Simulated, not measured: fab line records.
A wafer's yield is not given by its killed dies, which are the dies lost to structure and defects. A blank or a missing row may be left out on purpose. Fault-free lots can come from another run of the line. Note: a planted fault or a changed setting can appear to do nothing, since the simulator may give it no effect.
Matching of chambers ; flow nand harc ; NHARC_P_GATE_DEP_103 on pecvd-04: 3 sister chambers
The step deposits SiON, target thk 30 nm. 6 wafers are shown with their chamber, then 9 later ones without.

== WAFERS PAIRED WITH THEIR CHAMBERS ==
wafer;chamber;heater power w (W);susceptor temp C (C)
L084.5;0;914;400.05
L088.4;2;829;400.13
L090.1;0;902;400.05
L092.1;1;733;399.93
L092.2;2;898;399.53
L092.4;1;750;400.19

== WAFERS WITH NO CHAMBER GIVEN ==
wafer;heater power w (W);susceptor temp C (C)
L094.1;789;400.45
L094.3;754;399.77
L094.4;900;399.73
L096.1;750;400.04
L096.2;989;400.21
L096.5;767;399.79
L097.2;841;400.16
L097.4;849;400.26
L097.6;751;400.00

== CHAMBER TAKEN BY EACH ==
wafer;from the rows above;in truth
L094.1;can't be placed: 1 or 2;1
L094.3;1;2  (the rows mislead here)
L094.4;can't be placed: 0 or 2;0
L096.1;1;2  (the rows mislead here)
L096.2;can't be placed: 0 or 2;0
L096.5;can't be placed: 1 or 2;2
L097.2;can't be placed: 2 or 0 or 1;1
L097.4;can't be placed: 2 or 0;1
L097.6;1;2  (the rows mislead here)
Correctly placed: 0 of 9. Can't be placed from these rows: 6 (the true chamber is among the candidates in 5). Number placed wrongly: 3.
How it was worked out, from the rows above alone: a wafer's distance from a chamber is the root of the sum, over the readings, of the square of ((its reading less the chamber's mean) divided by the reading's scatter). If the next closest chamber is less than 2 further off than the closest, the wafer can't be placed; otherwise it belongs to the closest. Each chamber's mean is taken over the wafers shown for it. The scatter is the square root of a quotient: the sum, over the shown wafers, of each reading's squared deviation from its chamber's mean, divided by wafers minus chambers.
